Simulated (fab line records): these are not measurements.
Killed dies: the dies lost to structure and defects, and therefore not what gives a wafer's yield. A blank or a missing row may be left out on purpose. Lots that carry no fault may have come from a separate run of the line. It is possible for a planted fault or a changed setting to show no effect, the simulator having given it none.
Struck lot and sound lot, side by side	flow n5 finfet	38 out of 1938 route steps
Sound: the wafers L926.1, L926.3, L926.5. Struck: wafer L925.4 (left out: L925.3, L925.6 of the same lot, which were not struck); the cause appears at the end.
For every step that has rows: the tool of each side, followed by ch and its chambers, followed by its first start. Under that, the readings that differ: sound wafers	struck wafers	difference of the means	sigmas: that difference in standard deviations of wafers without a fault.
alike: same words and numbers on both sides, and readings whose means sit less than 2 such deviations apart. not compared: any withheld reading, any reading some wafer has no value for, any bound like >300 that may hide the same value, and any number with overlapping values for which the record gives no deviation.
The two part at a step that has a row with sigmas, a row that says differs or no value, or rows on one side only. When numbers do not overlap yet have no deviation, they are printed without sigmas and do not part them. A reading missing from all wafers of one side parts the sides only when that side holds two or more wafers.

first, 9 steps without rows for these wafers: N5_BEOL_M2_ANNEAL_95 (time 240 s); N5_BEOL_M2_SPUTTER_96 (material Cu, target thk 4.5 nm, time 8.29 s); N5_BEOL_M2_ECD_50 (material Cu, target thk 300 nm); N5_BEOL_M2_ANNEAL_51 (time 90 s); N5_BEOL_M2_CMP_52 (polishes, stops on SiOC, t overpolish 6.8 s, target thk 40 nm); N5_BEOL_M2_PRE_CLEAN_60 (time 15 s); N5_BEOL_M2_CO_CAP_55 (material Co, precursor CCTBA/H2, target thk 2 nm, time 102.1 s); N5_BEOL_M2_PRE_CLEAN_56 (time 15 s); N5_BEOL_M2_DEP_57 (deposits SiCN from 3MS/NH3, target thk 8 nm, time 14 s).
N5_BEOL_M3_ILD_DEP_00: deposits SiOC from DEMS/O2, target thk 79 nm, time 15.3 s.
  sound on pecvd-04 ch 0, day 12 03:53; struck on pecvd-03 ch 2, day 11 15:04
reading	sound	struck	difference	sigmas
model.SiOC_of_BEOL_M3_ILD_DEP_00.thk nm (nm)	78.6 79 78.4	131.2	+52.5	
  alike: heater power w, showerhead plenum p Torr, throttle valve pct
N5_BEOL_M3_THK_MEAS_01:
  sound on film metro-02 at day 12 03:59; struck on film metro-02 at day 11 15:08
reading	sound	struck	difference	sigmas
M3_ILD_THK (nm)	78.6 78.9 78.3	131.2	+52.6	+48
then, 24 steps without rows for these wafers: N5_BEOL_M3_PECVD_72 (deposits SiO2 from TEOS/O2, target thk 16 nm, time 18 s); N5_BEOL_M3_HM_DEP_02 (deposits TiN, target thk 20 nm); N5_BEOL_M3_COAT_61 (time 60 s, resist thk 60 nm); N5_BEOL_M3_COAT_62 (time 60 s, resist thk 12 nm); N5_BEOL_M3_COAT_73 (time 60 s, resist thk 5 nm); N5_BEOL_M3_COAT_05 (resist thk 30 nm); N5_BEOL_M3_EBR_07; N5_BEOL_M3_SOFTBAKE_06 (time 60 s); N5_BEOL_M3_EXPOSE_08 (exposes mask M3); N5_BEOL_M3_PEB_09 (peb time 60 s); N5_BEOL_M3_DEVELOP_10 (develop time 30 s); N5_BEOL_M3_DESCUM_16 (chemistry O2, time 7 s); N5_BEOL_M3_ETCH_74 (etches underlayer in N2/H2, target depth 6.5 nm, time 5.2 s); N5_BEOL_M3_ETCH_63 (etches SiARC in CF4, target depth 15.6 nm, time 26 s); N5_BEOL_M3_ETCH_64 (etches SOC in N2/H2, target depth 75 nm, overetch 15 nm, time 112.5 s); N5_BEOL_M3_STRIP_65 (strips in N2/H2); N5_BEOL_M3_STRIP_75 (strips in N2/H2); N5_BEOL_M3_STRIP_66 (strips in CF4); N5_BEOL_M3_HM_OPEN_17 (chemistry Cl2/BCl3, target TiN, target depth 20 nm, overetch 6 nm); N5_BEOL_M3_STRIP_19 (strips in O2); N5_BEOL_M3_COAT_67 (time 60 s, resist thk 60 nm); N5_BEOL_M3_COAT_68 (time 60 s, resist thk 12 nm); N5_BEOL_M3_COAT_76 (time 60 s, resist thk 5 nm); N5_BEOL_M3_COAT_22 (resist thk 30 nm).
N5_BEOL_M3_CMP_52: polishes, stops on SiOC, t overpolish 6.8 s, target thk 40 nm.
  sound on cmp-01 ch 0,2,3, day 12 11:37; struck on cmp-01 ch 2, day 12 07:50
reading	sound	struck	difference	sigmas
model.SiOC_of_BEOL_M3_ILD_DEP_00.thk nm (nm)	75.6 76 75.4	128.2	+52.5	
model.Cu_of_BEOL_M3_ECD_50.thk nm (nm)	38 38.8 39.8	91.8	+52.9	
  alike: motor current A
  not compared: pad life wafers
N5_BEOL_M4_RC_MEAS_101:
  the record has rows for the sound wafers here (prober-01 ch 0, day 12 23:48) and none for the struck ones
-- a jump in the record: the struck wafers' starts before and after are 5 days apart (it breaks off in module BEOL_M4 and resumes in module PASSIVATION, where the first step shown is number 1936 of the route) --
N5_PASSIVATION_PROBE_49:
  the record has rows for the struck wafers here (prober-02, day 17 07:56) and none for the sound ones

== WHERE THEY PART ==
Earliest at N5_BEOL_M3_THK_MEAS_01; latest, in this record, at N5_PASSIVATION_PROBE_49.

WHY: what had been put in by the simulator
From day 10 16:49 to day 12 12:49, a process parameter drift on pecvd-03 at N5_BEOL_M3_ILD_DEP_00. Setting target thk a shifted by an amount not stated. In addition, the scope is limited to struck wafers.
